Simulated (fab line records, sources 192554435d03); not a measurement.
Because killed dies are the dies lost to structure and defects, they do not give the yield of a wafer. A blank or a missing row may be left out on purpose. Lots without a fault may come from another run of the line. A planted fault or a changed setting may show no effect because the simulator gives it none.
Chamber matching / flow n5Finfet / pecvd-02 running N5_FIN_SAQP_PECVD_47: 3 sister chambers
The step deposits a-Si from SiH4/He, target thk 45 nm, time 36.3 s. 16 wafers are shown with their chamber, then 8 later ones without.

## EACH WAFER AND ITS CHAMBER
wafer=L076.3; chamber=1; throttleValvePct (%)=18.9; showerheadPlenumPTorr (Torr)=5.657; heaterPowerW (W)=725
wafer=L076.4; chamber=0; throttleValvePct (%)=17.5; showerheadPlenumPTorr (Torr)=5.632; heaterPowerW (W)=837
wafer=L076.6; chamber=1; throttleValvePct (%)=19.0; showerheadPlenumPTorr (Torr)=5.648; heaterPowerW (W)=718
wafer=L083.3; chamber=2; throttleValvePct (%)=16.5; showerheadPlenumPTorr (Torr)=5.625; heaterPowerW (W)=689
wafer=L083.4; chamber=1; throttleValvePct (%)=19.0; showerheadPlenumPTorr (Torr)=5.653; heaterPowerW (W)=853
wafer=L083.5; chamber=2; throttleValvePct (%)=16.4; showerheadPlenumPTorr (Torr)=5.610; heaterPowerW (W)=686
wafer=L085.2; chamber=0; throttleValvePct (%)=17.6; showerheadPlenumPTorr (Torr)=5.630; heaterPowerW (W)=848
wafer=L085.4; chamber=2; throttleValvePct (%)=16.7; showerheadPlenumPTorr (Torr)=5.624; heaterPowerW (W)=767
wafer=L085.5; chamber=1; throttleValvePct (%)=18.9; showerheadPlenumPTorr (Torr)=5.663; heaterPowerW (W)=799
wafer=L088.1; chamber=1; throttleValvePct (%)=18.9; showerheadPlenumPTorr (Torr)=5.665; heaterPowerW (W)=823
wafer=L088.3; chamber=2; throttleValvePct (%)=16.6; showerheadPlenumPTorr (Torr)=5.621; heaterPowerW (W)=800
wafer=L088.5; chamber=2; throttleValvePct (%)=16.9; showerheadPlenumPTorr (Torr)=5.638; heaterPowerW (W)=770
wafer=L089.1; chamber=0; throttleValvePct (%)=17.3; showerheadPlenumPTorr (Torr)=5.631; heaterPowerW (W)=832
wafer=L089.5; chamber=2; throttleValvePct (%)=16.8; showerheadPlenumPTorr (Torr)=5.622; heaterPowerW (W)=711
wafer=L089.6; chamber=1; throttleValvePct (%)=19.0; showerheadPlenumPTorr (Torr)=5.660; heaterPowerW (W)=831
wafer=L090.2; chamber=1; throttleValvePct (%)=19.0; showerheadPlenumPTorr (Torr)=5.661; heaterPowerW (W)=843

SIGNATURES (means of the wafers above)
reading=throttleValvePct; chamber 0=17.467; chamber 1=18.957; chamber 2=16.650; scatter within a chamber=0.136
reading=showerheadPlenumPTorr; chamber 0=5.63100; chamber 1=5.65814; chamber 2=5.62333; scatter within a chamber=0.0069
reading=heaterPowerW; chamber 0=839.00; chamber 1=798.86; chamber 2=737.17; scatter within a chamber=48.2
Rule: for a wafer and a chamber, the distance is found by dividing, reading by reading, the gap between the wafer's reading and the chamber's mean by the reading's scatter, squaring, summing and taking the root. The wafer belongs to the nearest chamber; if the next one is less than 2 further off, it can't be placed. The scatter: take each reading less its chamber's mean, square it, sum over the shown wafers, divide by the number of wafers less the number of chambers, and take the root.

## WAFERS MISSING THEIR CHAMBER
wafer=L090.5; throttleValvePct (%)=18.0; showerheadPlenumPTorr (Torr)=5.628; heaterPowerW (W)=844
wafer=L090.6; throttleValvePct (%)=18.8; showerheadPlenumPTorr (Torr)=5.654; heaterPowerW (W)=861
wafer=L094.1; throttleValvePct (%)=17.7; showerheadPlenumPTorr (Torr)=5.633; heaterPowerW (W)=875
wafer=L094.2; throttleValvePct (%)=16.5; showerheadPlenumPTorr (Torr)=5.628; heaterPowerW (W)=779
wafer=L094.3; throttleValvePct (%)=19.0; showerheadPlenumPTorr (Torr)=5.664; heaterPowerW (W)=773
wafer=L095.2; throttleValvePct (%)=18.0; showerheadPlenumPTorr (Torr)=5.619; heaterPowerW (W)=818
wafer=L095.3; throttleValvePct (%)=19.1; showerheadPlenumPTorr (Torr)=5.653; heaterPowerW (W)=849
wafer=L095.5; throttleValvePct (%)=17.7; showerheadPlenumPTorr (Torr)=5.628; heaterPowerW (W)=816

## EACH ONE'S CHAMBER
wafer=L090.5; from the rows above=0; in truth=0
wafer=L090.6; from the rows above=1; in truth=1
wafer=L094.1; from the rows above=0; in truth=0
wafer=L094.2; from the rows above=2; in truth=2
wafer=L094.3; from the rows above=1; in truth=1
wafer=L095.2; from the rows above=0; in truth=0
wafer=L095.3; from the rows above=1; in truth=1
wafer=L095.5; from the rows above=0; in truth=0
8 of 8 placed correctly. Not placeable from these rows: 0. 0 placed wrongly.
